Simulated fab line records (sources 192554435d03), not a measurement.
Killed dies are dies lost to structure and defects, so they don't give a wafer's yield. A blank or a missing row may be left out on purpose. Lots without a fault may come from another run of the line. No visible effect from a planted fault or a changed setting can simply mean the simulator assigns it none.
Matching of chambers / flow n5_finfet / uv_cure-01 running N5_BEOL_M11_CURE_72: 3 sister chambers
The step cures SiCOH lowk, time 120 s. 6 wafers are shown with their chamber, then 9 later ones without.

WAFERS WITH THEIR CHAMBER
wafer=L085.4; chamber=2; wafer_temp_C_max=374.1; lamp_power_pct (%)=52.33
wafer=L085.6; chamber=2; wafer_temp_C_max=373.1; lamp_power_pct (%)=52.35
wafer=L089.3; chamber=1; wafer_temp_C_max=371.6; lamp_power_pct (%)=52.35
wafer=L089.4; chamber=1; wafer_temp_C_max=372.1; lamp_power_pct (%)=52.35
wafer=L090.2; chamber=0; wafer_temp_C_max=371.3; lamp_power_pct (%)=52.29
wafer=L090.6; chamber=0; wafer_temp_C_max=371.5; lamp_power_pct (%)=52.38

WAFERS MISSING THEIR CHAMBER
wafer=L092.2; wafer_temp_C_max=371.0; lamp_power_pct (%)=52.36
wafer=L092.3; wafer_temp_C_max=371.4; lamp_power_pct (%)=52.35
wafer=L092.6; wafer_temp_C_max=371.1; lamp_power_pct (%)=52.27
wafer=L095.2; wafer_temp_C_max=372.1; lamp_power_pct (%)=52.26
wafer=L095.3; wafer_temp_C_max=372.3; lamp_power_pct (%)=52.36
wafer=L095.5; wafer_temp_C_max=371.6; lamp_power_pct (%)=52.36
wafer=L096.2; wafer_temp_C_max=371.0; lamp_power_pct (%)=52.21
wafer=L096.5; wafer_temp_C_max=371.7; lamp_power_pct (%)=52.26
wafer=L096.6; wafer_temp_C_max=370.8; lamp_power_pct (%)=52.32

CHAMBER TAKEN BY EACH
wafer=L092.2; from the rows above=can't be placed: 0 or 1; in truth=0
wafer=L092.3; from the rows above=can't be placed: 0 or 1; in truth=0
wafer=L092.6; from the rows above=can't be placed: 0 or 1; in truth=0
wafer=L095.2; from the rows above=can't be placed: 1 or 0 or 2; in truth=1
wafer=L095.3; from the rows above=can't be placed: 1 or 0 or 2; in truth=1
wafer=L095.5; from the rows above=can't be placed: 1 or 0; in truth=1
wafer=L096.2; from the rows above=can't be placed: 0 or 1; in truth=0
wafer=L096.5; from the rows above=can't be placed: 0 or 1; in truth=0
wafer=L096.6; from the rows above=can't be placed: 0 or 1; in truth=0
Correct placement for 0 of the 9. Unplaceable from these rows: 9, with the true chamber sitting among the candidates in 9. 0 placed wrongly.
How it was worked out, from the rows above alone: a wafer's distance from a chamber is the root of the sum, over the readings, of the square of ((its reading less the chamber's mean) divided by the reading's scatter). The wafer belongs to the nearest chamber; if the next one is less than 2 further off, it can't be placed. The mean given for a chamber averages the wafers shown for that chamber. The scatter: the root of (the sum of the squares of (reading less its chamber's mean) over the shown wafers, divided by (wafers less chambers)).
